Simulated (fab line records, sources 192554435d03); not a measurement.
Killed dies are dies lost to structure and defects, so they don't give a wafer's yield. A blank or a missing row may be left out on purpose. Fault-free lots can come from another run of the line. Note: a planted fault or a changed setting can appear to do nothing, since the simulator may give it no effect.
Chamber matching | flow n5-finfet | N5_BEOL_M15_DESCUM_15 on rie-diel-05 has 4 sister chambers
The step chemistry O2, time 7.9 s. 8 wafers are shown with their chamber, then 10 later ones without.

== EACH WAFER AND ITS CHAMBER ==
wafer  | chamber | showerhead-plenum-p-Torr (Torr) | throttle-valve-pct (%)
L076.5 | 3       | 2.13                            | 20.36
L075.3 | 3       | 2.13                            | 20.36
L075.4 | 0       | 2.15                            | 20.47
L090.3 | 2       | 2.09                            | 20.71
L090.4 | 0       | 2.14                            | 20.52
L090.5 | 1       | 2.01                            | 20.61
L094.1 | 1       | 2.01                            | 20.62
L094.2 | 2       | 2.09                            | 20.72

== WAFERS WITH NO CHAMBER GIVEN ==
wafer  | showerhead-plenum-p-Torr (Torr) | throttle-valve-pct (%)
L094.4 | 2.12                            | 20.00
L092.1 | 2.13                            | 20.54
L092.2 | 2.01                            | 20.63
L092.5 | 2.09                            | 20.71
L093.1 | 2.01                            | 20.63
L093.2 | 2.09                            | 20.73
L093.5 | 2.09                            | 20.73
L097.1 | 2.12                            | 20.01
L097.4 | 2.09                            | 20.73
L097.6 | 2.01                            | 20.65

== THE CHAMBER EACH PASSED THROUGH ==
wafer  | from the rows above | in truth
L094.4 | 3                   | 3
L092.1 | 0                   | 0
L092.2 | 1                   | 1
L092.5 | 2                   | 2
L093.1 | 1                   | 1
L093.2 | 2                   | 2
L093.5 | 2                   | 2
L097.1 | 3                   | 3
L097.4 | 2                   | 2
L097.6 | 1                   | 1
Correctly placed: 10 of 10. Left unplaced by these rows: 0. Placed wrongly: 0.
How it was worked out, from the rows above alone: a wafer's distance from a chamber is the root of the sum, over the readings, of the square of ((its reading less the chamber's mean) divided by the reading's scatter). The wafer belongs to the nearest chamber; if the next one is less than 2 further off, it can't be placed. Each chamber's mean is taken over the wafers shown for it. How the scatter is found: for the shown wafers, subtract from each reading the mean of its chamber, square and add these, divide the total by (wafers less chambers), then take the root.
